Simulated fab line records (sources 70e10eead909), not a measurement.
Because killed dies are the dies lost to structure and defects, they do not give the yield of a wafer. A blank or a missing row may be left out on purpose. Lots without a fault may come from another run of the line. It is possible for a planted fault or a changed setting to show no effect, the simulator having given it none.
Chamber matching / flow nand-harc / rie-diel-01 running NHARC_A_STAIRCASE_DESCUM_291: 4 sister chambers
The step chemistry O2, time 3 s. 18 wafers are shown with their chamber, then 9 later ones without.

WAFERS, EACH WITH ITS CHAMBER
wafer=L074.1; chamber=2; showerhead-plenum-p-Torr (Torr)=1.88; throttle-valve-pct (%)=11.312; rf-vpp-V (V)=58.3
wafer=L074.3; chamber=3; showerhead-plenum-p-Torr (Torr)=1.93; throttle-valve-pct (%)=11.296; rf-vpp-V (V)=58.8
wafer=L074.5; chamber=2; showerhead-plenum-p-Torr (Torr)=1.88; throttle-valve-pct (%)=11.309; rf-vpp-V (V)=57.2
wafer=L076.2; chamber=2; showerhead-plenum-p-Torr (Torr)=1.88; throttle-valve-pct (%)=11.321; rf-vpp-V (V)=58.0
wafer=L076.3; chamber=0; showerhead-plenum-p-Torr (Torr)=1.97; throttle-valve-pct (%)=11.324; rf-vpp-V (V)=58.8
wafer=L076.4; chamber=1; showerhead-plenum-p-Torr (Torr)=2.02; throttle-valve-pct (%)=11.302; rf-vpp-V (V)=58.3
wafer=L077.1; chamber=0; showerhead-plenum-p-Torr (Torr)=1.97; throttle-valve-pct (%)=11.304; rf-vpp-V (V)=57.7
wafer=L077.5; chamber=0; showerhead-plenum-p-Torr (Torr)=1.97; throttle-valve-pct (%)=11.304; rf-vpp-V (V)=56.7
wafer=L077.6; chamber=3; showerhead-plenum-p-Torr (Torr)=1.93; throttle-valve-pct (%)=11.298; rf-vpp-V (V)=58.9
wafer=L080.1; chamber=0; showerhead-plenum-p-Torr (Torr)=1.97; throttle-valve-pct (%)=11.319; rf-vpp-V (V)=56.7
wafer=L080.4; chamber=1; showerhead-plenum-p-Torr (Torr)=2.01; throttle-valve-pct (%)=11.312; rf-vpp-V (V)=59.5
wafer=L080.5; chamber=2; showerhead-plenum-p-Torr (Torr)=1.88; throttle-valve-pct (%)=11.298; rf-vpp-V (V)=56.4
wafer=L082.3; chamber=1; showerhead-plenum-p-Torr (Torr)=2.01; throttle-valve-pct (%)=11.312; rf-vpp-V (V)=59.7
wafer=L082.4; chamber=2; showerhead-plenum-p-Torr (Torr)=1.88; throttle-valve-pct (%)=11.311; rf-vpp-V (V)=58.3
wafer=L082.6; chamber=0; showerhead-plenum-p-Torr (Torr)=1.97; throttle-valve-pct (%)=11.309; rf-vpp-V (V)=57.8
wafer=L088.2; chamber=3; showerhead-plenum-p-Torr (Torr)=1.92; throttle-valve-pct (%)=11.301; rf-vpp-V (V)=57.5
wafer=L088.4; chamber=2; showerhead-plenum-p-Torr (Torr)=1.87; throttle-valve-pct (%)=11.312; rf-vpp-V (V)=57.7
wafer=L088.6; chamber=3; showerhead-plenum-p-Torr (Torr)=1.92; throttle-valve-pct (%)=11.294; rf-vpp-V (V)=57.7

SIGNATURES, as means of the wafers listed above
reading=showerhead-plenum-p-Torr; chamber 0=1.9700; chamber 1=2.0133; chamber 2=1.8783; chamber 3=1.9250; scatter within a chamber=0.00423
reading=throttle-valve-pct; chamber 0=11.31200; chamber 1=11.30867; chamber 2=11.31050; chamber 3=11.29725; scatter within a chamber=0.00706
reading=rf-vpp-V; chamber 0=57.540; chamber 1=59.167; chamber 2=57.650; chamber 3=58.225; scatter within a chamber=0.782
Rule: a wafer lies at a distance from a chamber equal to the root of the sum of squares, over the readings, of (its reading less the chamber's mean, divided by the reading's scatter). The wafer belongs to the nearest chamber; if the next one is less than 2 further off, it can't be placed. How the scatter is found: for the shown wafers, subtract from each reading the mean of its chamber, square and add these, divide the total by (wafers less chambers), then take the root.

WAFERS WITH NO CHAMBER GIVEN
wafer=L090.1; showerhead-plenum-p-Torr (Torr)=1.87; throttle-valve-pct (%)=11.311; rf-vpp-V (V)=57.4
wafer=L090.2; showerhead-plenum-p-Torr (Torr)=1.96; throttle-valve-pct (%)=11.314; rf-vpp-V (V)=56.9
wafer=L090.6; showerhead-plenum-p-Torr (Torr)=1.87; throttle-valve-pct (%)=11.304; rf-vpp-V (V)=56.9
wafer=L089.1; showerhead-plenum-p-Torr (Torr)=1.96; throttle-valve-pct (%)=11.310; rf-vpp-V (V)=59.0
wafer=L089.2; showerhead-plenum-p-Torr (Torr)=1.92; throttle-valve-pct (%)=11.310; rf-vpp-V (V)=58.5
wafer=L089.4; showerhead-plenum-p-Torr (Torr)=1.87; throttle-valve-pct (%)=11.302; rf-vpp-V (V)=57.6
wafer=L096.2; showerhead-plenum-p-Torr (Torr)=2.00; throttle-valve-pct (%)=11.309; rf-vpp-V (V)=58.3
wafer=L096.5; showerhead-plenum-p-Torr (Torr)=1.96; throttle-valve-pct (%)=11.303; rf-vpp-V (V)=56.8
wafer=L096.6; showerhead-plenum-p-Torr (Torr)=2.00; throttle-valve-pct (%)=11.301; rf-vpp-V (V)=58.4

EACH ONE'S CHAMBER
wafer=L090.1; from the rows above=2; in truth=2
wafer=L090.2; from the rows above=0; in truth=0
wafer=L090.6; from the rows above=2; in truth=2
wafer=L089.1; from the rows above=0; in truth=0
wafer=L089.2; from the rows above=3; in truth=3
wafer=L089.4; from the rows above=2; in truth=2
wafer=L096.2; from the rows above=1; in truth=1
wafer=L096.5; from the rows above=0; in truth=0
wafer=L096.6; from the rows above=1; in truth=1
Correctly placed: 9 of 9. Number that these rows cannot place: 0. Wrongly placed: 0.
